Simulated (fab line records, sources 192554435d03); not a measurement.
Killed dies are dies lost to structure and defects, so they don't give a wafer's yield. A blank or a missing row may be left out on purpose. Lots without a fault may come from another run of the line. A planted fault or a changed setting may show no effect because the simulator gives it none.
Which tool did it? | flow n5_finfet | 11 lots, 33 wafers sampled, at 4 steps of a route of 1938

WHAT THE GAUGES READ, wafer by wafer
N5_PASSIVATION_CD_MEAS_44: target cd 40000 nm.
lot  | measured     | on        | cd_nm (nm)
L175 | day 13 06:28 | cd_sem-03 | 40006 40006 40000
L177 | day 13 03:23 | cd_sem-01 | 40000 39998 39994
L178 | day 13 19:26 | cd_sem-02 | 39993 39996 39996
L179 | day 13 13:13 | cd_sem-01 | 39997 39998 39997
L180 | day 15 06:50 | cd_sem-02 | 39995 40002 39997
L181 | day 14 23:21 | cd_sem-03 | 39995 39998 39998
L185 | day 15 07:15 | cd_sem-02 | 40006 39998 40004
L188 | day 17 04:44 | cd_sem-03 | 40007 40000 40002
L192 | day 18 08:44 | cd_sem-03 | 39994 39997 39994
L193 | day 19 00:17 | cd_sem-03 | 39998 39999 39999
L194 | day 18 22:56 | cd_sem-03 | 40002 39998 40001

N5_PASSIVATION_OVL_MEAS_66.
lot  | measured     | on         | PASS_OPEN_OVL (nm)
L175 | day 13 06:29 | overlay-02 | 2 2 3
L177 | day 13 03:25 | overlay-02 | -7 4 -1
L178 | day 13 19:28 | overlay-02 | -6 -5 -4
L179 | day 13 13:15 | overlay-01 | -1 1 -1
L180 | day 15 06:52 | overlay-01 | 0 4 1
L181 | day 14 23:23 | overlay-01 | 6 -8 1
L185 | day 15 07:17 | overlay-01 | 5 0 3
L188 | day 17 04:46 | overlay-01 | -8 -4 -3
L192 | day 18 08:46 | overlay-01 | -9 -4 -4
L193 | day 19 00:19 | overlay-01 | -9 1 -2
L194 | day 18 22:58 | overlay-01 | -4 -11 -2

WHICH TOOL RAN EACH LOT (tool, then ch and the chambers of the sampled wafers, then the start)
lot  | N5_BEOL_M1_HM_DEP_02         | N5_PASSIVATION_VIA_ETCH_13
L175 | pvd_sputter-03, day 6 15:37  | rie_diel-05 ch 0,2,3, day 13 03:22
L177 | pvd_sputter-02, day 6 22:29  | rie_diel-06 ch 1,2,3, day 13 00:05
L178 | pvd_sputter-02, day 7 03:20  | rie_diel-05 ch 1,3, day 13 16:17
L179 | pvd_sputter-02, day 7 12:25  | rie_diel-06 ch 0,1,3, day 13 09:15
L180 | pvd_sputter-03, day 7 19:36  | rie_diel-05 ch 0,1, day 15 03:46
L181 | pvd_sputter-02, day 8 04:31  | rie_diel-06 ch 1,2, day 14 19:50
L185 | pvd_sputter-03, day 9 02:19  | rie_diel-02 ch 0,2,3, day 15 03:56
L188 | pvd_sputter-03, day 9 17:08  | rie_diel-02 ch 0,1,3, day 17 01:24
L192 | pvd_sputter-02, day 10 08:52 | rie_diel-05 ch 0,2,3, day 18 05:18
L193 | pvd_sputter-02, day 10 23:25 | rie_diel-02 ch 0,1,2, day 18 21:04
L194 | pvd_sputter-01, day 11 07:44 | rie_diel-05 ch 0,1,3, day 18 17:19
- N5_BEOL_M1_HM_DEP_02: deposits TiN, target thk 20 nm.
- N5_PASSIVATION_VIA_ETCH_13: etches SiO2 in CHF3/O2, target depth 660 nm, time 330 s.

WHAT THE TOOLS THEMSELVES READ (means of the sampled wafers that have a number; where no wafer has one, the mark that the record gives instead)
N5_BEOL_M1_HM_DEP_02.
lot  | tool           | throttle_valve_pct (%)
L175 | pvd_sputter-03 | 29.5
L177 | pvd_sputter-02 | 29.3
L178 | pvd_sputter-02 | 29.1
L179 | pvd_sputter-02 | 29.2
L180 | pvd_sputter-03 | 29.6
L181 | pvd_sputter-02 | 29.3
L185 | pvd_sputter-03 | 29.2
L188 | pvd_sputter-03 | 29.6
L192 | pvd_sputter-02 | 29.7
L193 | pvd_sputter-02 | 29.3
L194 | pvd_sputter-01 | 29.8

N5_PASSIVATION_VIA_ETCH_13.
lot  | tool        | drypump_motor_current_A (A) | etch_rf_on_time_s (s) | mfc_ar_sccm (sccm) | oes_product_au (a.u.) | rf_vpp_V (V) | showerhead_plenum_p_Torr (Torr) | throttle_valve_pct (%)
L175 | rie_diel-05 | 6.0                         | 237                   | 200.1              | 0.75                  | 519          | 2.40                            | 18.67
L177 | rie_diel-06 | 6.0                         | 234                   | 200.1              | 0.64                  | 534          | 2.36                            | 18.94
L178 | rie_diel-05 | 5.5                         | 244                   | 200.5              | 0.61                  | 524          | 2.33                            | 19.19
L179 | rie_diel-06 | 5.9                         | 231                   | 200.2              | 0.69                  | 533          | 2.41                            | 18.79
L180 | rie_diel-05 | 5.9                         | 238                   | 200.8              | 0.71                  | 528          | 2.39                            | 18.72
L181 | rie_diel-06 | 6.1                         | 233                   | 199.6              | 0.74                  | 534          | 2.38                            | 18.66
L185 | rie_diel-02 | 6.2                         | 233                   | 200.4              | 0.73                  | 523          | 2.35                            | 19.00
L188 | rie_diel-02 | 6.3                         | 240                   | 200.0              | 0.62                  | 526          | 2.38                            | 19.11
L192 | rie_diel-05 | 5.9                         | 233                   | 200.1              | 0.78                  | 519          | 2.39                            | 18.61
L193 | rie_diel-02 | 6.0                         | 233                   | 199.8              | 0.68                  | 526          | 2.40                            | 19.01
L194 | rie_diel-05 | 5.6                         | 233                   | 199.2              | 0.82                  | 528          | 2.46                            | 18.73

THE ANSWER, worked out from the rows above alone
Rule: what is usual is taken from the lots themselves. Put in order of their means at a reading, lots are off if they are a third of the lots or fewer, leave a main group of 4 or more, and stand apart from it by a gap of 3 or more times the standard deviation of the main group's means; of several such gaps the widest counts. A main group whose means are all the same, to the digits that the tables above print for the reading, isn't used. A lot without any number at a reading at which 4 lots or more have one is off too. The other lots that the step has rows for count as sound. The gauges are gone through in route order, then the tools' own readings, and for those a lot's mean is taken as printed above. The first step at which some lot is off is used, and at that step the reading that is off furthest; a lot without a number counts as furthest.
No lot is off at any reading shown: from this, nothing can be told.

WHAT THE SIMULATOR HAD PUT IN
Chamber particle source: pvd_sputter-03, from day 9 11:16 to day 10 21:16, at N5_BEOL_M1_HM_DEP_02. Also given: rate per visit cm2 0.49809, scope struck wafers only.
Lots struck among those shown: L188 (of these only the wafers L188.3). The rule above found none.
